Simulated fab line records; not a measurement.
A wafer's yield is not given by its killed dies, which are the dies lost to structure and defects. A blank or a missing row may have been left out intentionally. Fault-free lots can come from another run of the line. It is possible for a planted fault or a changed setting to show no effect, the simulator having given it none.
Split-lot study -- flow n5-finfet -- 7 lots, 21 wafers read, on a route of 1938 steps

== ABOUT THE SPLIT ==
At N5_BEOL_M13_ILD_DEP_00 (deposits SiOC from DEMS/O2, target thk 837.92 nm, time 166.4 s), the setting time-s was moved away from the recipe's 166.4 s on 8 of the 21 wafers read, by -13.2% to +15.0%. All remaining wafers had this setting at the recipe value.

No step appears in the file between the split and the reading.

== THE READING ==
Values of M13_ILD_THK in nm from N5_BEOL_M13_THK_MEAS_01. Fault-free wafers of this fab line usually give 836 nm, standard deviation 13 nm.

wafer,"tool, chamber at the split","time-s as run, s",against the recipe,"M13_ILD_THK, nm",against lot-mates on the recipe
L079.3,"pecvd-04, 1",166.4,recipe,841,-
L079.4,"pecvd-04, 2",166.4,recipe,844,-
L079.6,"pecvd-04, 0",166.4,recipe,836,-
L081.1,"pecvd-04, 1",166.4,recipe,853,-
L081.2,"pecvd-04, 2",166.4,recipe,838,-
L081.4,"pecvd-04, 1",191.3,+15.0%,994,+148
L088.1,"pecvd-02, 1",166.4,recipe,816,-
L088.3,"pecvd-02, 2",166.4,recipe,806,-
L088.4,"pecvd-02, 2",186.1,+11.8%,932,+121
L091.2,"pecvd-04, 0",144.5,-13.2%,707,-113
L091.3,"pecvd-04, 2",166.4,recipe,820,-
L091.5,"pecvd-04, 0",144.5,-13.2%,723,-97
L094.3,"pecvd-01, 1",173.1,+4.0%,866,no lot-mate on the recipe
L094.4,"pecvd-01, 0",173.1,+4.0%,889,no lot-mate on the recipe
L094.6,"pecvd-01, 1",173.1,+4.0%,877,no lot-mate on the recipe
L096.3,"pecvd-02, 0",166.4,recipe,827,-
L096.4,"pecvd-02, 1",166.4,recipe,833,-
L096.6,"pecvd-02, 0",166.4,recipe,835,-
L095.2,"pecvd-01, 1",166.4,recipe,830,-
L095.3,"pecvd-01, 2",159,-4.4%,794,-42
L095.6,"pecvd-01, 0",166.4,recipe,843,-

FIT RESULTS
A straight line over all 21 wafers: M13_ILD_THK changes by +9.48 nm for each +1% of time-s; r = +0.98; the points scatter about the line by 13 nm.
The same after taking each lot's own level away (the mean of its wafers on the recipe; 18 wafers): +9.06 nm for each +1%; r = +0.99; scatter 8.1 nm.
That fit puts the effect of the largest move of time-s on the reading at 1.4e+02 nm.
Measured against the standard deviation above, the lots' own levels, which go from 811.0 to 845.5 nm, span 2.7 times it.
The two slopes are in agreement: the lot-to-lot level therefore moves the slope only a little.
Check: +133 nm against its lot-mates is what the line predicts for one of the wafers moved furthest among these (+15.0%) when that wafer is left out of the fit. Against them it came out at +148 nm.

== THE WHOLE CHAIN: every reading that the file lists as answering this split, in the file's order ==
step,what it does,reading,change (the file's fit),r (the file's)
N5_BEOL_M13_ILD_DEP_00,"deposits SiOC from DEMS/O2, target thk 837.92 nm, time 166.4 s","SiOC_of_BEOL_M13_ILD_DEP_00.thk-nm (the simulator's own value, which no gauge read)",+9.4 nm for each +1% of the setting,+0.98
N5_BEOL_M13_THK_MEAS_01,,M13_ILD_THK,+9.38 for each +1% of the setting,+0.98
N5_BEOL_M13_VIA_ETCH_16,"etches SiOC in C4F8/O2/Ar, target depth 921.7 nm","etch.depth-nm (the simulator's own value, which no gauge read)",+9.4 nm for each +1% of the setting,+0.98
N5_BEOL_M13_VIA_ETCH_16,"etches SiOC in C4F8/O2/Ar, target depth 921.7 nm","coat_of_BEOL_M13_COAT_04.thk-nm (the simulator's own value, which no gauge read)",-2.8 nm for each +1% of the setting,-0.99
N5_BEOL_M13_STRIP_63,strips in N2/H2,oes-product-au,"not straight: 0.683 at the lowest setting, 0.675 at the recipe, 0.605 at the highest",not given
N5_BEOL_M13_STRIP_63,strips in N2/H2,strip-time-to-endpoint-s,withheld for each +1% of the setting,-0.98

== THE FILE'S OWN FIT ==
M13_ILD_THK changes by +9.38 nm for each +1% of time-s, r = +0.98.
